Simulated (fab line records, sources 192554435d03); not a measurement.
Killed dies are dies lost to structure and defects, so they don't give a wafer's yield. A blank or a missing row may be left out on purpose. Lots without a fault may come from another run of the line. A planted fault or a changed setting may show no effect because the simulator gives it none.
Chamber matching | flow n5_finfet | N5_MOL_CONTACT_COAG_ETCH_106 on rie_diel-01: 4 sister chambers
The step etches SOC in N2/H2, target depth 80 nm, overetch 16 nm, time 120 s. 8 wafers are shown with their chamber, then 7 later ones without.

WAFERS WITH THEIR CHAMBER
wafer  | chamber | throttle_valve_pct (%) | oes_product_au (a.u.)
L081.3 | 1       | 17.54                  | 0.84
L083.1 | 2       | 18.01                  | 0.72
L083.3 | 0       | 17.87                  | 0.76
L083.4 | 1       | 17.54                  | 0.84
L083.5 | 0       | 17.87                  | 0.75
L083.6 | 3       | 18.00                  | 0.67
L091.1 | 2       | 18.05                  | 0.71
L091.3 | 3       | 18.02                  | 0.65

WAFERS WITHOUT THEIR CHAMBER
wafer  | throttle_valve_pct (%) | oes_product_au (a.u.)
L091.4 | 17.91                  | 0.74
L092.1 | 18.02                  | 0.65
L092.2 | 18.06                  | 0.72
L092.4 | 17.57                  | 0.80
L095.1 | 18.03                  | 0.65
L095.3 | 17.58                  | 0.79
L095.4 | 17.91                  | 0.74

WHICH CHAMBER EACH WENT THROUGH
wafer  | from the rows above | in truth
L091.4 | 0                   | 0
L092.1 | 3                   | 3
L092.2 | 2                   | 2
L092.4 | 1                   | 1
L095.1 | 3                   | 3
L095.3 | 1                   | 1
L095.4 | 0                   | 0
Placed correctly: 7 of 7. Can't be placed from these rows: 0. Placed wrongly: 0.
How it was worked out, from the rows above alone: a wafer's distance from a chamber is the root of the sum, over the readings, of the square of ((its reading less the chamber's mean) divided by the reading's scatter). The wafer belongs to the nearest chamber; if the next one is less than 2 further off, it can't be placed. A chamber's mean is the mean of its shown wafers. The scatter: the root of (the sum of the squares of (reading less its chamber's mean) over the shown wafers, divided by (wafers less chambers)).
